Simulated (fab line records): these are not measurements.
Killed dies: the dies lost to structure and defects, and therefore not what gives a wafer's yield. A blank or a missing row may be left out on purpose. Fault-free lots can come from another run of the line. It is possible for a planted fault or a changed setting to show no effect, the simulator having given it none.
A lot that was struck, set against a sound lot / flow n5-finfet / 13 steps out of a route of 1938
Sound: wafers L102.4, L102.5, L102.6. Struck: wafer L111.3 (left out: L111.6, a lot-mate that was not struck); the cause follows at the end.
Order at every step that has rows: each side's tool, ch and its chambers, its first start. Under that, the readings that differ: sound wafers / struck wafers / difference of the means / sigmas: that difference in standard deviations of wafers without a fault.
alike: a reading whose means differ by less than 2 such deviations, as well as words and numbers matching on both sides. not compared: withheld readings; readings where some wafer has no value; bounds like >300 that might hide an equal value; numbers whose values overlap and for which the record gives no deviation.
Wherever a step has rows on one side only, a row that says differs or no value, or a row with sigmas, the two part there. Non-overlapping numbers with no deviation appear without sigmas and do not part them. Lack of a reading on every wafer of one side parts them only where that side has two or more wafers.

N5_SD_ACTIVATION_INSPECT_02: inspects for defects (darkfield).
  sound on defect-inspect-01, day 6 04:45; struck on defect-inspect-02, day 8 08:01
  alike: raw-defect-count
N5_ILD0_LINER_00: material SiNx, target thk 4 nm, pulse time 1 s, purge time 2 s.
  sound on ald-sin-01 ch 0,1, day 6 04:47; struck on ald-sin-02 ch 3, day 8 08:16
  alike: heater-power-w, precursor-pulse-height-rel
then, 2 steps without rows for these wafers: N5_ILD0_FCVD_FILL_01 (material SiO2 flowable, target thk 200 nm, time 328.3 s); N5_ILD0_CURE_02 (time 1800 s).
N5_ILD0_CMP_03: polishes, stops on SiNx, t overpolish 1.9 s, target thk 197.38 nm.
  sound on cmp-02 ch 2,3, day 6 07:11; struck on cmp-04 ch 3, day 8 10:38
  alike: motor-current-A, overpolish-run-s, time-to-endpoint-s
N5_ILD0_THK_MEAS_04:
  sound on film-metro-02, day 6 07:26; struck on film-metro-01, day 8 10:55
  alike: thk-nm
N5_ILD0_CMP_07: polishes SiO2 flowable, stops on poly-Si, t overpolish 1.18 s, target thk 138.88 nm.
  sound on cmp-02 ch 2,3, day 6 07:28; struck on cmp-03 ch 0, day 8 10:57
  alike: motor-current-A
N5_ILD0_THK_MEAS_08:
  sound on film-metro-02, day 6 07:46; struck on film-metro-01, day 8 11:15
reading=thk-nm (nm); sound=138.7 139.4 138.7; struck=136.2; difference=-2.7; sigmas=-2
then, 1 step without rows for these wafers: N5_ILD0_PRECLEAN_10 (cleans in NF3:NH3, afs cycles 5, time 20 s, sublimation time 60 s).
N5_ILD0_ALD_15: deposits SiNx, target thk 24 nm, pulse time 1 s, ald cycles 480.
  sound on ald-sin-01 ch 0,1,3, day 6 08:31; struck on ald-sin-02 ch 1, day 8 11:58
  alike: heater-power-w, precursor-pulse-height-rel
N5_ILD0_CMP_12: polishes SiNx, stops on poly-Si, t overpolish 6 s, target thk 17.67 nm.
  sound on cmp-02 ch 2,3, day 6 10:43; struck on cmp-04 ch 0, day 8 14:17
reading=time-to-endpoint-s (s); sound=34.1 28.5 34.9; struck=56.1; difference=+23.6; sigmas=+9
  alike: motor-current-A, overpolish-run-s
N5_ILD0_THK_MEAS_13:
  sound on film-metro-01, day 6 11:01; struck on film-metro-01, day 8 14:28
  alike: thk-nm
-- the record jumps here: 9 days lie between the struck wafers' starts before and after (it left off in module ILD0 and takes up again in module PASSIVATION, whose first step shown is number 1936 of the route) --
N5_PASSIVATION_PROBE_49:
  the record has rows for the struck wafers here (prober-01, day 17 09:16) and none for the sound ones

== WHERE THEY PART ==
Last at N5_PASSIVATION_PROBE_49 as far as this record goes, first at N5_ILD0_THK_MEAS_08.

WHY: whatever the simulator had introduced
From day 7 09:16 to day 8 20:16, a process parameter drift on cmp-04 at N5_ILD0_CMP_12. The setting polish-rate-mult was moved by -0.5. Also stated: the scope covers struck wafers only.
